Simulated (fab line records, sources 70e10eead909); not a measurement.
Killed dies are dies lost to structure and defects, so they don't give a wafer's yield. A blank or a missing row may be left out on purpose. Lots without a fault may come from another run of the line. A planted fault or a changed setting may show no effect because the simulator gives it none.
fab line records | flow nand_harc
record lots=14 wafers=42 last_day=33
route steps=1302 shown A_ZERO_WELL@403 A_SOURCE_PLATE@420 A_ONON_D1@442 END@1302
lots that met no fault: from a run of the same line without faults
start_h: hours from the record's first day to the start of the lot's first wafer shown | wait_h: hours since the lot's step before | " the same as in the row above | L1.1+2: a row that stands for several wafers | - no value, or no start given | * or withheld: withheld | < > ~ a bound
route shown NAME@n: a module of which the file shows steps, and the number in the route of the first | usual: mean/standard deviation of fault-free wafers | same: alike in all rows | chamber/n: place in a boat | sites: the reading at each site | _std_site: their standard deviation | _edge_site: outer sites' mean less inner sites' | radius_mm: how far each site lies from the wafer's centre | mask NAME#n: copy n | behind: the tool/chamber that last shaped the wafer | hold: why the lot was held/for how many hours/how that ended | device: the transistor (n, p or np) that didn't switch | end of line: the same wafers' tests at the end of the route | a step without rows: its recipe alone | killed: dies lost to structure and defects at the first sort, not the wafer's yield | map: a wafer's dies, x killed, . not, _ none there
set.NAME: the setting as run; set.NAME@STEP: as run at that earlier step | model.NAME: the simulator's own value behind a step, which no gauge read
steps of the route over a sample of lots; a table a step, a row a wafer
services: from which hour (start_h, from the record's first day; less than 0 if before it) a tool's chamber was out of use, for how many hours, and why
## steps
# step NHARC_A_ZERO_WELL_DESCUM_12
# recipe time_s=3 o2_flow_sccm=200 ar_flow_sccm=0 bias_power_w=0 chemistry=O2
# usual drypump_motor_current_A=5.8/0.36 oes_product_au=0.999/0.0078 rf_vpp_V=57.8/0.96 showerhead_plenum_p_Torr=1.90/0.11 throttle_valve_pct=11.311/0.0094
# columns lot.wafer tool chamber start_h wait_h drypump_motor_current_A oes_product_au rf_hours_counter_h rf_vpp_V showerhead_plenum_p_Torr throttle_valve_pct
L305.2 rie_diel-03 0 142.43 - 5.7 0.986 4 57.9 1.81 11.324
L305.1 " 1 " " 6.3 0.991 4 59.2 2.04 11.320
L305.6 " 3 " " 6.2 1.017 - 59.3 2.03 11.309
L306.1 rie_diel-06 3 147.39 - 5.2 0.995 0 57.1 1.81 11.319
L306.3 " 2 " " 6.0 1.001 0 57.4 2.06 11.321
L306.6 " 3 " " 5.2 1.004 - 58.5 1.81 11.317
L307.4 rie_diel-06 1 156.29 - 5.8 0.989 0 58.7 1.90 11.309
L307.2 " 2 " " 6.0 0.985 0 56.8 2.06 11.304
L307.3 " 3 " " 5.2 1.004 1 57.1 1.81 11.311
L310.2 rie_diel-03 2 188.27 - 6.0 1.016 11 56.8 1.80 11.318
L310.5 " 0 " " 5.7 0.985 - 58.5 1.81 11.316
L310.6 " 1 " " 6.3 0.997 - 57.2 2.04 11.326
L311.1 rie_diel-03 1 200.07 - 6.4 1.000 14 57.0 2.04 11.314
L311.4 " 3 " " 6.1 1.008 13 58.0 2.03 11.319
L311.6 " 1 " " 6.4 0.999 - 57.8 2.04 11.309
L312.3 rie_diel-06 3 207.97 - 5.2 1.012 2 58.6 1.81 11.312
L312.1 " 1 " " 5.7 1.001 2 57.1 1.89 11.305
L312.6 " 0 " " 5.6 1.001 - 55.9 1.79 11.309
L313.1 rie_diel-03 1 223.41 - 6.3 0.996 18 58.3 2.04 11.321
L313.2 " 2 " " 5.9 1.018 17 55.7 1.80 11.317
L313.4 " 0 " " 5.7 0.994 17 57.2 1.81 11.314
L316.2 rie_diel-10 2 255.74 - 5.8 0.992 1 58.6 2.04 11.307
L316.4 " 0 " " 5.0 1.012 1 57.2 1.95 11.320
L316.5 " 2 " " 5.8 0.991 - 59.4 2.04 11.317
L317.3 rie_diel-06 3 258.34 - 5.2 1.007 3 56.7 1.81 11.325
L317.2 " 0 " " 5.6 0.982 4 57.0 1.79 11.311
L317.1 " 2 " " 6.0 0.990 3 59.2 2.05 11.322
L323.2 rie_diel-03 0 326.79 - 5.7 0.989 5 58.0 1.80 11.314
L323.4 " 1 " " 6.3 0.999 5 56.8 2.03 11.307
L323.1 " 3 " " 6.2 0.999 6 58.4 2.02 11.306
L324.1 rie_diel-03 2 335.97 - 6.0 0.996 8 57.6 1.79 11.300
L324.6 " 1 " " 6.3 0.994 - 58.3 2.03 11.303
L324.5 " 0 " " 5.7 0.999 - 58.7 1.80 11.318
L326.2 rie_diel-03 2 345.63 - 6.0 0.993 11 57.8 1.79 11.329
L326.1 " 0 " " 5.7 0.999 10 58.1 1.80 11.312
L326.5 " 2 " " 6.0 0.995 - 57.7 1.79 11.320
L327.1 rie_diel-06 3 356.70 - 5.2 1.003 1 57.7 1.80 11.285
L327.3 " 0 " " 5.6 0.980 1 57.9 1.79 11.323
L327.6 " 3 " " 5.2 1.000 - 56.7 1.80 11.308
L328.2 rie_diel-03 0 370.62 - 5.7 1.002 16 56.7 1.80 11.313
L328.1 " 2 " " 6.0 0.996 17 56.9 1.79 11.323
L328.4 " 1 " " 6.3 0.997 - 58.9 2.03 11.295
# step NHARC_A_SOURCE_PLATE_THK_MEAS_06
# recipe thk_meas_gauge=ellipsometry
# usual thk_nm=200.0/2.2
# columns lot.wafer tool chamber start_h wait_h thk_nm
L305.1 film_metro-01 - 163.63 0.4 198.4
L305.2 " - " " 198.0
L305.6 " - " " 196.9
L306.1 film_metro-01 - 170.82 0.4 197.6
L306.3 " - " " 200.4
L306.6 " - " " 197.4
L307.2 film_metro-02 - 180.10 0.4 196.1
L307.3 " - " " 197.8
L307.4 " - " " 193.3
L310.2 film_metro-01 - 211.72 0.4 198.0
L310.5 " - " " 201.0
L310.6 " - " " 198.7
L311.1 film_metro-01 - 222.20 0.4 202.3
L311.4 " - " " 199.9
L311.6 " - " " 200.3
L312.1 film_metro-01 - 229.65 0.4 202.6
L312.3 " - " " 202.1
L312.6 " - " " 202.1
L313.1 film_metro-02 - 245.13 0.4 200.4
L313.2 " - " " 200.0
L313.4 " - " " 200.6
L316.2 film_metro-02 - 278.43 0.4 201.0
L316.4 " - " " 201.1
L316.5 " - " " 198.0
L317.1 film_metro-01 - 278.43 0.4 202.8
L317.2 " - " " 199.7
L317.3 " - " " 198.8
L323.1 film_metro-01 - 348.03 0.4 200.1
L323.2 " - " " 197.3
L323.4 " - " " 198.0
L324.1 film_metro-01 - 359.60 0.4 200.8
L324.5 " - " " 197.9
L324.6 " - " " 199.1
L326.1 film_metro-02 - 367.27 0.4 204.0
L326.2 " - " " 204.2
L326.5 " - " " 202.7
L327.1 film_metro-01 - 378.11 0.4 202.3
L327.3 " - " " 204.3
L327.6 " - " " 202.9
L328.1 film_metro-02 - 397.63 0.4 197.5
L328.2 " - " " 198.6
L328.4 " - " " 199.4
# step NHARC_A_ONON_D1_DEP_25
# recipe target_thk_a=10000 n2_flow_sccm=2750 n2o_flow_sccm=2000 nh3_flow_sccm=500 sih4_flow_sccm=210 temp_c=400
# columns lot.wafer tool chamber start_h wait_h
L305.1+2+6 pecvd_onon-01 0 176.85 0.1
L306.1+3+6 pecvd_onon-02 0 182.71 0.1
L307.2+3+4 pecvd_onon-03 0 192.04 0.1
L310.2+5+6 pecvd_onon-02 0 223.65 0.1
L311.1+4+6 pecvd_onon-01 0 234.08 0.1
L312.1+3+6 pecvd_onon-01 0 241.36 0.1
L313.1+2+4 pecvd_onon-01 0 257.31 0.1
L317.1+2+3 pecvd_onon-01 0 290.65 0.1
L316.2+4+5 pecvd_onon-03 0 290.72 0.1
L323.1+2+4 pecvd_onon-02 0 359.91 0.1
L324.1+5+6 pecvd_onon-03 0 373.55 0.1
L326.1+2+5 pecvd_onon-02 0 381.30 0.1
L327.1+3+6 pecvd_onon-01 0 390.03 0.1
L328.1+2+4 pecvd_onon-02 0 409.87 0.1
# step NHARC_A_ONON_D1_THK_MEAS_27
# recipe thk_meas_gauge=ellipsometry
# usual thk_nm=999/9
# columns lot.wafer tool chamber start_h wait_h thk_nm
L305.1 film_metro-01 - 177.36 - 997
L305.2 " - " " 994
L305.6 " - " " 998
L306.1 film_metro-02 - 183.22 - 988
L306.3 " - " " 987
L306.6 " - " " 987
L307.2 film_metro-01 - 192.49 - 1001
L307.3 " - " " 999
L307.4 " - " " 1001
L310.2 film_metro-01 - 224.10 - 991
L310.5 " - " " 992
L310.6 " - " " 992
L311.1 film_metro-02 - 234.59 - 1004
L311.4 " - " " 1004
L311.6 " - " " 1003
L312.1 film_metro-02 - 241.89 - 1017
L312.3 " - " " 1017
L312.6 " - " " 1018
L313.1 film_metro-02 - 257.82 - 1011
L313.2 " - " " 1011
L313.4 " - " " 1757
L317.1 film_metro-01 - 291.16 - 1004
L317.2 " - " " 1003
L317.3 " - " " 1750
L316.2 film_metro-02 - 291.17 - 1001
L316.4 " - " " 1002
L316.5 " - " " 999
L323.1 film_metro-01 - 360.41 - 989
L323.2 " - " " 989
L323.4 " - " " 988
L324.1 film_metro-01 - 374.06 - 994
L324.5 " - " " 994
L324.6 " - " " 995
L326.1 film_metro-01 - 381.81 - 984
L326.2 " - " " 983
L326.5 " - " " 985
L327.1 film_metro-02 - 390.54 - 986
L327.3 " - " " 989
L327.6 " - " " 988
L328.1 film_metro-02 - 410.38 - 1004
L328.2 " - " " 1007
L328.4 " - " " 1007
# step NHARC_END_SORT_01
# recipe temp_c=25
# usual killed_at_array=46/15 killed_at_other=0.8/1.1 killed_at_periphery=4.0/2.9 killed_dies=50/15 killed_open=3.2/1.8 killed_short=2.3/1.6
# same gross_dies=677
# columns lot.wafer tool chamber start_h wait_h killed_at_array killed_at_other killed_at_periphery killed_dies killed_open killed_short
L313.1 prober-01 0 638.69 2.5 20 0 2 22 3 0
L313.2 prober-01 0 639.50 2.8 25 1 5 31 3 0
L313.4 prober-01 0 641.12 3.4 672 0 5 677 1 1
L317.1 prober-01 0 675.27 2.5 27 0 1 28 2 0
L317.2 prober-01 0 676.07 2.8 45 0 1 46 6 1
L317.3 prober-01 0 676.86 3.1 676 0 1 677 2 1
# killed by level:class
L313.1 A_CHANNEL_HOLE_D2:chamber_film_flake=11 A_CHANNEL_HOLE_D1:chamber_film_flake=3 P_M1:geometric_particle:open=1 A_ONON_D2:geometric_particle:open=1 A_SGD_CUT:geometric_particle:open=1 A_CHANNEL_FILL_D2:chamber_film_flake=1 P_M0:chamber_film_flake=1 A_STAIRCASE:chamber_film_flake=1
L313.2 A_CHANNEL_HOLE_D2:chamber_film_flake=11 A_CHANNEL_HOLE_D1:chamber_film_flake=5 A_CONTACT:chamber_film_flake=3 P_GATE:chamber_film_flake=2 A_DECK1_JOINT:chamber_film_flake=2 A_BONDPAD:chamber_film_flake=2 P_CONTACT:geometric_particle:open=1 P_M0:geometric_particle:open=1
L313.4 A_ONON_D1:area_dep=651 A_CHANNEL_HOLE_D2:chamber_film_flake=9 P_GATE:chamber_film_flake=3 A_CHANNEL_HOLE_D1:chamber_film_flake=3 A_CONTACT:chamber_film_flake=2 A_BONDPAD:chamber_film_flake=2 P_GATE:geometric_particle:short=1 A_M1:geometric_particle:open=1
L317.1 A_CHANNEL_HOLE_D2:chamber_film_flake=10 A_CONTACT:chamber_film_flake=3 A_BLC:chamber_film_flake=3 A_CHANNEL_HOLE_D1:chamber_film_flake=2 A_CHANNEL_FILL_D1:chamber_film_flake=2 A_ONON_D1:geometric_particle:open=1 A_SLIT:geometric_particle:open=1 P_M0:chamber_film_flake=1
L317.2 A_CHANNEL_HOLE_D2:chamber_film_flake=17 A_BLC:chamber_film_flake=8 A_CHANNEL_HOLE_D1:chamber_film_flake=5 A_CONTACT:chamber_film_flake=4 A_SLIT:chamber_film_flake=3 A_ONON_D1:geometric_particle:open=2 A_SGD_CUT:geometric_particle:open=2 A_DECK1_JOINT:geometric_particle:open=1
L317.3 A_ONON_D1:area_dep=636 A_CHANNEL_HOLE_D2:chamber_film_flake=11 A_CONTACT:chamber_film_flake=7 A_BLC:chamber_film_flake=6 A_CHANNEL_HOLE_D1:chamber_film_flake=5 A_DECK1_JOINT:chamber_film_flake=4 A_STAIRCASE:chamber_film_flake=2 A_SLIT:chamber_film_flake=2
## services
# columns tool chamber start_h hours kind
rie_diel-06 - 130.20 9.0 pm
rie_diel-03 0 138.41 - clean
rie_diel-03 1 138.41 - clean
rie_diel-03 2 138.41 - clean
rie_diel-10 0 179.52 20.3 repair
pecvd_onon-02 - 185.00 13.0 pm
rie_diel-10 2 223.81 10.9 repair
pecvd_onon-03 - 227.04 13.0 pm
rie_diel-10 - 242.66 9.0 pm
pecvd_onon-02 - 243.80 2.7 repair
rie_diel-03 3 266.33 6.6 repair
rie_diel-10 0 268.64 8.3 repair
pecvd_onon-01 - 269.07 13.0 pm
rie_diel-10 2 269.09 3.1 repair
rie_diel-03 3 273.15 8.1 repair
rie_diel-03 - 281.36 9.0 pm
rie_diel-06 - 307.20 9.0 pm
rie_diel-03 3 329.68 68.2 repair
pecvd_onon-02 - 366.00 13.0 pm
rie_diel-10 1 374.92 1.3 repair
rie_diel-03 0 374.94 8.3 repair
rie_diel-03 - 375.41 0.6 repair
rie_diel-10 2 379.05 2.2 repair
pecvd_onon-03 - 408.04 13.0 pm
## key
first_sign step=NHARC_A_ONON_D1_THK_MEAS_27 reading=thk_nm direction=up sigmas=84 usual=999 struck=1753
effect step=NHARC_END_SORT_01 reading=killed_at_array direction=up sigmas=42 usual=46 struck=674
more_kills_born_at NHARC_A_ONON_D1_DEP_25@pecvd_onon-01=1287
met_at NHARC_A_ONON_D1_DEP_25
struck_lots L313,L317
struck_wafers L313.4,L317.3
later_rows_left_out L313.4,L317.3
tester_left_out L313,L317
not_acting_at NHARC_A_ZERO_WELL_DESCUM_12,NHARC_A_SOURCE_PLATE_THK_MEAS_06
onset_between 241.36 257.31
fault kind=process_parameter_drift tool=pecvd_onon-01 chamber=- onset_h=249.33 steps=NHARC_A_ONON_D1_DEP_25 channel=target_thk_a offset=* shape=step end_h=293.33 scope=struck_wafers_only acts_in=* stated=*
# tester_left_out: of these lots the tester's yield and bins aren't shown, on N5 and GAA mostly nor the transistor test; their killed dies are dies lost to structure and defects alone, not to doping, threshold or leakage, so they don't give the yield
# later_rows_left_out: the simulator's readings of these wafers behind a module that went badly wrong aren't trusted and aren't shown, but for the sort
